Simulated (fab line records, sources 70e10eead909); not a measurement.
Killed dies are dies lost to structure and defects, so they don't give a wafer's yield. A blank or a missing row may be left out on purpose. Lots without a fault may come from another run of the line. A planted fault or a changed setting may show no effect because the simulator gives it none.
Chamber matching | flow nand_harc | NHARC_A_STAIRCASE_TRIM_224 on rie_diel-05: 4 sister chambers
The step chemistry O2, time 211.2 s. 8 wafers are shown with their chamber, then 7 later ones without.

WAFERS WITH THEIR CHAMBER
wafer  | chamber | drypump_motor_current_A (A) | showerhead_plenum_p_Torr (Torr)
L512.6 | 0       | 5.85                        | 3.47
L513.3 | 1       | 6.10                        | 3.44
L513.5 | 1       | 6.09                        | 3.44
L516.3 | 2       | 6.13                        | 3.38
L516.5 | 3       | 6.39                        | 3.80
L516.6 | 0       | 5.88                        | 3.46
L518.1 | 2       | 6.13                        | 3.38
L518.2 | 3       | 6.39                        | 3.80

WAFERS WITHOUT THEIR CHAMBER
wafer  | drypump_motor_current_A (A) | showerhead_plenum_p_Torr (Torr)
L518.4 | 5.84                        | 3.46
L526.4 | 6.11                        | 3.36
L527.3 | 6.39                        | 3.78
L527.6 | 6.14                        | 3.36
L533.2 | 6.38                        | 3.77
L533.3 | 6.08                        | 3.41
L533.5 | 5.90                        | 3.44

WHICH CHAMBER EACH WENT THROUGH
wafer  | from the rows above     | in truth
L518.4 | 0                       | 0
L526.4 | 2                       | 2
L527.3 | 3                       | 3
L527.6 | 2                       | 2
L533.2 | 3                       | 3
L533.3 | can't be placed: 1 or 2 | 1
L533.5 | 0                       | 0
Placed correctly: 6 of 7. Can't be placed from these rows: 1 (the true chamber is among the candidates in 1). Placed wrongly: 0.
How it was worked out, from the rows above alone: a wafer's distance from a chamber is the root of the sum, over the readings, of the square of ((its reading less the chamber's mean) divided by the reading's scatter). The wafer belongs to the nearest chamber; if the next one is less than 2 further off, it can't be placed. A chamber's mean is the mean of its shown wafers. The scatter: the root of (the sum of the squares of (reading less its chamber's mean) over the shown wafers, divided by (wafers less chambers)).
